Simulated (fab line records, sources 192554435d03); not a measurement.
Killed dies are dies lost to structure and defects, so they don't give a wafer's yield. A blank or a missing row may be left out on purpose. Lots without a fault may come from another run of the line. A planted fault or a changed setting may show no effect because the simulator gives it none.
Chamber matching | flow n5_finfet | N5_BEOL_M0_SAQP_MANDREL1_REMOVE_100 on rie_si-04: 4 sister chambers
The step chemistry HBr/Cl2/O2, target a-Si, stops on SiNx, bt time 10 s. 8 wafers are shown with their chamber, then 12 later ones without.

WAFERS WITH THEIR CHAMBER
wafer  | chamber | throttle_valve_pct (%) | drypump_motor_current_A (A)
L085.2 | 3       | 35.8                   | 5.5
L086.3 | 2       | 37.2                   | 5.0
L086.6 | 3       | 35.8                   | 5.4
L087.2 | 2       | 37.1                   | 5.0
L087.6 | 1       | 36.4                   | 5.8
L088.2 | 0       | 35.7                   | 5.8
L088.4 | 0       | 35.7                   | 5.8
L088.6 | 1       | 36.4                   | 5.8

WAFERS WITHOUT THEIR CHAMBER
wafer  | throttle_valve_pct (%) | drypump_motor_current_A (A)
L089.1 | 37.1                   | 5.0
L089.3 | 35.7                   | 5.8
L089.6 | 35.7                   | 5.7
L091.3 | 37.1                   | 5.0
L091.4 | 36.4                   | 5.8
L091.6 | 35.8                   | 5.4
L093.2 | 35.7                   | 5.7
L093.5 | 37.1                   | 5.0
L093.6 | 35.8                   | 5.4
L094.2 | 35.7                   | 5.8
L094.4 | 35.8                   | 5.5
L094.5 | 35.8                   | 5.5

WHICH CHAMBER EACH WENT THROUGH
wafer  | from the rows above | in truth
L089.1 | 2                   | 2
L089.3 | 0                   | 0
L089.6 | 0                   | 0
L091.3 | 2                   | 2
L091.4 | 1                   | 1
L091.6 | 3                   | 3
L093.2 | 0                   | 0
L093.5 | 2                   | 2
L093.6 | 3                   | 3
L094.2 | 0                   | 0
L094.4 | 3                   | 3
L094.5 | 3                   | 3
Placed correctly: 12 of 12. Can't be placed from these rows: 0. Placed wrongly: 0.
How it was worked out, from the rows above alone: a wafer's distance from a chamber is the root of the sum, over the readings, of the square of ((its reading less the chamber's mean) divided by the reading's scatter). The wafer belongs to the nearest chamber; if the next one is less than 2 further off, it can't be placed. A chamber's mean is the mean of its shown wafers. The scatter: the root of (the sum of the squares of (reading less its chamber's mean) over the shown wafers, divided by (wafers less chambers)).
